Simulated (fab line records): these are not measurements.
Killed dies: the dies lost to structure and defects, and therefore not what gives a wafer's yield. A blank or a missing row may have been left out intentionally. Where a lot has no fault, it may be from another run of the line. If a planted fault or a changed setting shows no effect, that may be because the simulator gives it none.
Split-lot study ; flow n5-finfet ; 7 lots, 39 wafers read, on a route of 1938 steps

## THE SPLIT
At N5_GATE_CUT_HM_DEP_46 (deposits SiO2 from TEOS/O2, target thk 130 nm, time 26.6 s), the setting time-s was moved away from the recipe's 26.6 s on 9 of the 39 wafers read, by -10.4% to +14.1%. For the rest of the wafers, this setting stayed at what the recipe calls for.

## FROM THE SPLIT TO THE READING: what the file shows between them, 9 steps
- N5_GATE_CUT_COAT_34: time 60 s, resist thk 60 nm
- N5_GATE_CUT_COAT_35: time 60 s, resist thk 10 nm
- N5_GATE_CUT_STRIP_38: strips in N2/H2
- N5_GATE_CUT_STRIP_39: strips in N2/H2
- N5_GATE_CUT_HM_OPEN_40: chemistry C4F6/O2, target SiO2, target depth 139 nm, time 85.1 s
- N5_GATE_CUT_STRIP_41: strips in CF4
- N5_GATE_CUT_STRIP_42: strips in O2
- N5_GATE_CUT_ALD_22: deposits SiNx, target thk 16 nm, pulse time 1 s, ald cycles 320
- N5_GATE_CUT_CMP_23: polishes, stops on SiO2, t overpolish 23.4 s, target thk 16 nm

## THE READING
At N5_GATE_CUT_THK_MEAS_24: GC_FILL_THK, given in nm. A value of 220.5 nm with a standard deviation of 2.1 nm is what fault-free wafers of this fab line usually give.

wafer;tool, chamber at the split;time-s as run, s;against the recipe;GC_FILL_THK, nm;against lot-mates on the recipe
L074.1;pecvd-02, 2;26.6;recipe;217.1;-
L074.2;pecvd-02, 1;26.6;recipe;218.3;-
L074.3;pecvd-02, 2;26.6;recipe;220.8;-
L074.4;pecvd-02, 1;26.6;recipe;221.9;-
L074.5;pecvd-02, 2;26.6;recipe;220.2;-
L074.6;pecvd-02, 1;26.6;recipe;222.4;-
L075.1;pecvd-02, 2;26.6;recipe;220.1;-
L075.2;pecvd-02, 0;26.6;recipe;218.2;-
L075.3;pecvd-02, 1;26.6;recipe;220.4;-
L077.1;pecvd-03, 2;26.6;recipe;217.0;-
L077.2;pecvd-03, 1;28.5;+7.1%;228.5;+8.8
L077.3;pecvd-03, 0;26.6;recipe;220.5;-
L077.4;pecvd-03, 0;28.5;+7.1%;231.5;+11.8
L077.5;pecvd-03, 1;28.5;+7.1%;230.4;+10.7
L077.6;pecvd-03, 2;26.6;recipe;221.6;-
L083.1;pecvd-02, 1;26.6;recipe;223.0;-
L083.2;pecvd-02, 0;26.6;recipe;219.9;-
L083.3;pecvd-02, 2;26.6;recipe;222.6;-
L083.4;pecvd-02, 1;26.6;recipe;224.0;-
L083.5;pecvd-02, 0;26.6;recipe;221.9;-
L083.6;pecvd-02, 2;26.6;recipe;224.6;-
L086.1;pecvd-03, 0;26.6;recipe;218.8;-
L086.2;pecvd-03, 2;26.6;recipe;218.5;-
L086.3;pecvd-03, 1;26.6;recipe;218.5;-
L086.4;pecvd-03, 0;26.6;recipe;221.0;-
L086.5;pecvd-03, 2;26.6;recipe;220.6;-
L086.6;pecvd-03, 1;26.6;recipe;220.1;-
L087.1;pecvd-01, 2;23.83;-10.4%;206.7;-16.7
L087.2;pecvd-01, 0;23.83;-10.4%;204.4;-19.0
L087.3;pecvd-01, 1;26.6;recipe;222.7;-
L087.4;pecvd-01, 1;26.6;recipe;224.4;-
L087.5;pecvd-01, 0;23.83;-10.4%;205.1;-18.3
L087.6;pecvd-01, 2;26.6;recipe;223.2;-
L091.1;pecvd-02, 0;30.35;+14.1%;235.6;+13.6
L091.2;pecvd-02, 2;26.6;recipe;219.7;-
L091.3;pecvd-02, 1,2;30.35;+14.1%;240.2;+18.2
L091.4;pecvd-02, 1,2;30.35;+14.1%;239.9;+17.9
L091.5;pecvd-02, 0;26.6;recipe;222.8;-
L091.6;pecvd-02, 1;26.6;recipe;223.4;-
The file does not say which wafer passed through which chamber wherever a row lists several chambers: such a row stands for several wafers.

FIT RESULTS
A straight line over all 39 wafers: GC_FILL_THK changes by +1.34 nm for each +1% of time-s; r = +0.96; the points scatter about the line by 2.1 nm.
The same after taking each lot's own level away (the mean of its wafers on the recipe; 39 wafers): +1.4 nm for each +1%; r = +0.97; scatter 2 nm.
The reading moves by 20 nm for the largest change in time-s, on that fit.
The lots' own levels span 219.57 to 223.43 nm, that is 1.8 times the standard deviation above.
Hence the lot-to-lot level has little effect on the slope; both slopes agree.
Check: with one of the wafers moved furthest among these (+14.1%) left out of the fit, the line predicts +20.6 nm for it against its lot-mates. Against them it came out at +13.6 nm.

## ADDITIONAL SPLITS CARRIED BY THESE WAFERS
Other splits were also applied to these wafers ahead of the reading. Each is held against what the fit with the lots' levels taken away leaves over:
other split on the same wafers;wafers away from the commonest value;r with GC_FILL_THK (lot level and that fit taken away)
N5_DUMMY_GATE_ETCH_37 source-w;18;+0.09
N5_HKMG_FIN_ETCH_55 bias-w;12;+0.01

## THE WHOLE CHAIN: every reading that the file lists as answering this split, in the file's order
step;what it does;reading;change (the file's fit);r (the file's)
N5_GATE_CUT_HM_DEP_46;deposits SiO2 from TEOS/O2, target thk 130 nm, time 26.6 s;SiO2_of_GATE_CUT_HM_DEP_46.thk-nm (the simulator's own value, which no gauge read);+1.3 nm for each +1% of the setting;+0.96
N5_GATE_CUT_HM_OPEN_40;chemistry C4F6/O2, target SiO2, target depth 139 nm, time 85.1 s;etch-rf-on-time-s;withheld for each +1% of the setting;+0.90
N5_GATE_CUT_HM_OPEN_40;chemistry C4F6/O2, target SiO2, target depth 139 nm, time 85.1 s;etch.depth-nm (the simulator's own value, which no gauge read);+1.3 nm for each +1% of the setting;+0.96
N5_GATE_CUT_HM_OPEN_40;chemistry C4F6/O2, target SiO2, target depth 139 nm, time 85.1 s;SOC_of_GATE_CUT_COAT_34.thk-nm (the simulator's own value, which no gauge read);-0.242 nm for each +1% of the setting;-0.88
N5_GATE_CUT_THK_MEAS_24;;GC_FILL_THK;+1.39 for each +1% of the setting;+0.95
N5_GATE_CUT_CMP_43;polishes SiO2;SiO2_of_GATE_CUT_HM_DEP_46.thk-nm (the simulator's own value, which no gauge read);+0.0608 nm for each +1% of the setting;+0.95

## FILE'S OWN FIT
GC_FILL_THK changes by +1.39 nm for each +1% of time-s, r = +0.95.
